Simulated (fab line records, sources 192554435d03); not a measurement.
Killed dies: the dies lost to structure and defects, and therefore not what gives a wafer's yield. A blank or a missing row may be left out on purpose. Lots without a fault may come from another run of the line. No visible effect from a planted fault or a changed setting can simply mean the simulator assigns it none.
A lot that was struck, set against a sound lot | flow n5 finfet | 37 out of 1938 route steps
Sound: these wafers, L743.4, L743.5, L743.6. The struck wafers were L738.1, L738.2, L738.4. Last of all comes the cause.
Per side, at each step with rows, come the tool, then ch with its chambers, and then its first start. Under that, the readings that differ: sound wafers | struck wafers | difference of the means | sigmas: that difference in standard deviations of wafers without a fault.
alike: a reading whose means differ by less than 2 such deviations, as well as words and numbers matching on both sides. not compared: withheld readings; readings where some wafer has no value; bounds like >300 that might hide an equal value; numbers whose values overlap and for which the record gives no deviation.
Wherever a step has rows on one side only, a row that says differs or no value, or a row with sigmas, the two part there. When numbers do not overlap yet have no deviation, they are printed without sigmas and do not part them. A reading that every wafer of one side lacks parts them only if that side has two wafers or more.

first, 9 steps without rows for these wafers: N5_BEOL_M4_ANNEAL_95 (time 240 s); N5_BEOL_M4_SPUTTER_96 (material Cu, target thk 4.5 nm, time 8.29 s); N5_BEOL_M4_ECD_50 (material Cu, target thk 300 nm); N5_BEOL_M4_ANNEAL_51 (time 90 s); N5_BEOL_M4_CMP_52 (polishes, stops on SiOC, t overpolish 6.8 s, target thk 40 nm); N5_BEOL_M4_PRE_CLEAN_60 (time 15 s); N5_BEOL_M4_CO_CAP_55 (material Co, precursor CCTBA/H2, target thk 2 nm, time 102.1 s); N5_BEOL_M4_PRE_CLEAN_56 (time 15 s); N5_BEOL_M4_DEP_57 (deposits SiCN from 3MS/NH3, target thk 8 nm, time 14 s).
N5_BEOL_M4_RC_MEAS_101:
  sound on prober-02 ch 0, day 12 14:25; struck on prober-01 ch 0, day 11 04:12
  alike: DIBL_N, DIBL_P, IOFF_N, IOFF_P, ION_N, ION_P, SS_N, SS_P, VT_N, VT_P
then, 24 steps without rows for these wafers: N5_BEOL_M5_ILD_DEP_00 (deposits SiCOH lowk from DEMS/porogen, target thk 140.64 nm, time 25.9 s); N5_BEOL_M5_CURE_79 (cures SiCOH lowk, time 240 s); N5_BEOL_M5_PECVD_70 (deposits SiO2 from TEOS/O2, target thk 16 nm, time 18 s); N5_BEOL_M5_HM_DEP_02 (deposits TiN, target thk 20 nm); N5_BEOL_M5_COAT_59 (time 60 s, resist thk 60 nm); N5_BEOL_M5_COAT_60 (time 60 s, resist thk 12 nm); N5_BEOL_M5_COAT_71 (time 60 s, resist thk 5 nm); N5_BEOL_M5_COAT_05 (resist thk 30 nm); N5_BEOL_M5_EBR_07; N5_BEOL_M5_SOFTBAKE_06 (time 60 s); N5_BEOL_M5_EXPOSE_08 (exposes mask M5, target cd 28 nm); N5_BEOL_M5_PEB_09 (peb time 60 s); N5_BEOL_M5_DEVELOP_10 (develop time 30 s); N5_BEOL_M5_DESCUM_16 (chemistry O2, time 7 s); N5_BEOL_M5_ETCH_72 (etches underlayer in N2/H2, target depth 6.5 nm, time 5.2 s); N5_BEOL_M5_ETCH_61 (etches SiARC in CF4, target depth 15.6 nm, time 26 s); N5_BEOL_M5_ETCH_62 (etches SOC in N2/H2, target depth 75 nm, overetch 15 nm, time 112.5 s); N5_BEOL_M5_STRIP_63 (strips in N2/H2); N5_BEOL_M5_STRIP_73 (strips in N2/H2); N5_BEOL_M5_STRIP_64 (strips in CF4); N5_BEOL_M5_HM_OPEN_17 (chemistry Cl2/BCl3, target TiN, target depth 20 nm, overetch 6 nm); N5_BEOL_M5_STRIP_19 (strips in O2); N5_BEOL_M5_COAT_65 (time 60 s, resist thk 60 nm); N5_BEOL_M5_COAT_66 (time 60 s, resist thk 12 nm).
-- a jump in the record: the struck wafers' starts before and after are 3 days apart (it breaks off in module BEOL_M5 and resumes in module BEOL_M14, where the first step shown is number 1762 of the route) --
N5_BEOL_M14_SPUTTER_43: material TaN, target thk 15 nm, time 24.19 s.
  sound on pvd sputter-02 at day 15 23:13; struck on pvd sputter-02 at day 14 09:37
  no value came back on the struck wafers for bias v (V), cathode dc power W (W), throttle valve pct (%); on the sound wafers bias v (V) reads 168.6 168.4 168.5
N5_BEOL_M14_CMP_49: polishes, stops on SiO2, t overpolish 5.2 s, target thk 560 nm.
  sound on cmp-04 ch 0,3, day 16 00:12; struck on cmp-03 ch 0,1,2, day 14 11:10
  reading                      | sound             | struck         | difference | sigmas
  barrier field endpoint s (s) | 11.91 11.82 11.79 | 5.76 5.96 5.71 | -6.03      | -26
  alike: clearing platen down force psi, motor current A
  not compared: model.Cu_of_BEOL_M14_ECD_47.thk nm
N5_PASSIVATION_PROBE_49:
  rows exist in the record for the struck wafers here (prober-02, day 15 06:44), but not for the sound ones

WHERE THEY PART
Last at N5_PASSIVATION_PROBE_49 as far as this record goes, first at N5_BEOL_M14_SPUTTER_43.

WHY: what had been put in by the simulator
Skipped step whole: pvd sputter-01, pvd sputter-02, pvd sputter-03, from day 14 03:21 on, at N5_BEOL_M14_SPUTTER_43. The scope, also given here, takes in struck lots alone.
